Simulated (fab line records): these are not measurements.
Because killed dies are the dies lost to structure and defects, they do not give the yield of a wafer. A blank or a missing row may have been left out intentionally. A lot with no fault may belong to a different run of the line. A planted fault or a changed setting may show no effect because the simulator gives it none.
Comparing a struck lot with a sound one | flow nand-harc | 14 out of 1302 route steps
Sound: wafers L224.1, L224.2, L224.6. Struck: wafers L237.1, L237.3, L237.6. The cause comes at the end.
For every step that has rows: the tool of each side, followed by ch and its chambers, followed by its first start. Under that, the readings that differ: sound wafers | struck wafers | difference of the means | sigmas: that difference in standard deviations of wafers without a fault.
alike: words and numbers the same on both sides, and readings whose means are apart by under 2 such deviations; not compared: readings that were withheld, readings missing a value for some wafer, numbers with overlapping values and no deviation given by the record, and bounds like >300 which may hide the same value.
A row with sigmas, a row that says differs or no value, or rows on one side alone: a step with any of these is where the two part. Numbers that don't overlap but have no deviation are shown without sigmas and don't part them. Lack of a reading on every wafer of one side parts them only where that side has two or more wafers.

NHARC_A_STAIRCASE_DESCUM_291: chemistry O2, time 3 s.
  sound on rie-diel-03 ch 1,2,3, day 19 15:22; struck on rie-diel-03 ch 1,3, day 24 17:02
  alike: drypump-motor-current-A, oes-product-au, rf-vpp-V, showerhead-plenum-p-Torr, throttle-valve-pct
  not compared: rf-hours-counter-h
then, 1 step without rows for these wafers: NHARC_A_STAIRCASE_ETCH_292 (etches the open film in CF4/CHF3).
NHARC_A_STAIRCASE_HM_OPEN_460: chemistry O2/COS.
  sound on rie-diel-03 ch 0,2,3; struck on rie-diel-03 ch 1,2,3
  alike: bias-w, drypump-motor-current-A, oes-product-au, rf-vpp-V, showerhead-plenum-p-Torr, throttle-valve-pct
  not compared: rf-hours-counter-h
then, 1 step without rows for these wafers: NHARC_A_STAIRCASE_STRIP_461 (strips in O2/COS).
NHARC_A_STAIRCASE_ETCH_452: etches the open film in CF4/O2, target depth 30 nm, overetch 3 nm, time 16.5 s.
  sound on rie-diel-03 ch 0,3; struck on rie-diel-03 ch 1,2,3
  alike: bias-w, drypump-motor-current-A, oes_ar_750_au, oes-product-au, rf-vpp-V, showerhead-plenum-p-Torr, throttle-valve-pct
  not compared: rf-hours-counter-h
NHARC_A_STAIRCASE_ETCH_294: etches the open film in C4F8/O2/Ar, target depth 4989 nm, time 1211.6 s.
  sound on rie-diel-03 ch 1,2,3; struck on rie-diel-03 ch 1,2
  alike: bias-w, oes-product-au, rf-vpp-V
  not compared: rf-hours-counter-h
then, 4 steps without rows for these wafers: NHARC_A_STAIRCASE_STRIP_295 (strips in O2); NHARC_A_STAIRCASE_STRIP_296 (strips in SPM, time 900 s); NHARC_A_STAIRCASE_PRECLEAN_297 (cleans in SC1); NHARC_A_STAIRCASE_SRD_298.
NHARC_A_STAIRCASE_HM_DEP_462: deposits aC, target thk 800 nm.
  sound on acl-dep-01 ch 0, day 19 18:11; struck on acl-dep-02 ch 0, day 24 21:13
  alike: throttle-valve-pct
NHARC_A_STAIRCASE_DEP_301: deposits SiON, target thk 30 nm.
  sound on pecvd-03 ch 0,1, day 19 20:20; struck on pecvd-03 ch 0,1, day 24 23:05
  reading            | sound             | struck            | difference | sigmas
  rf-fwd-power-W (W) | 348.8 347.8 347.7 | 390.7 390.1 390.7 | +42.4      | +33
  alike: heater-power-w
  not compared: since-wet-clean-h
then, 1 step without rows for these wafers: NHARC_A_STAIRCASE_DEHYDRATE_302 (time 120 s).
NHARC_END_SORT_01:
  the record has rows for the sound wafers here (prober-02 ch 0, day 27 15:04) and none for the struck ones

== WHERE THEY PART ==
Earliest at NHARC_A_STAIRCASE_DEP_301; latest, in this record, at NHARC_END_SORT_01.

WHY: whatever the simulator had introduced
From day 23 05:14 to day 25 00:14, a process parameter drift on pecvd-03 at NHARC_A_STAIRCASE_DEP_301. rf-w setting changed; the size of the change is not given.
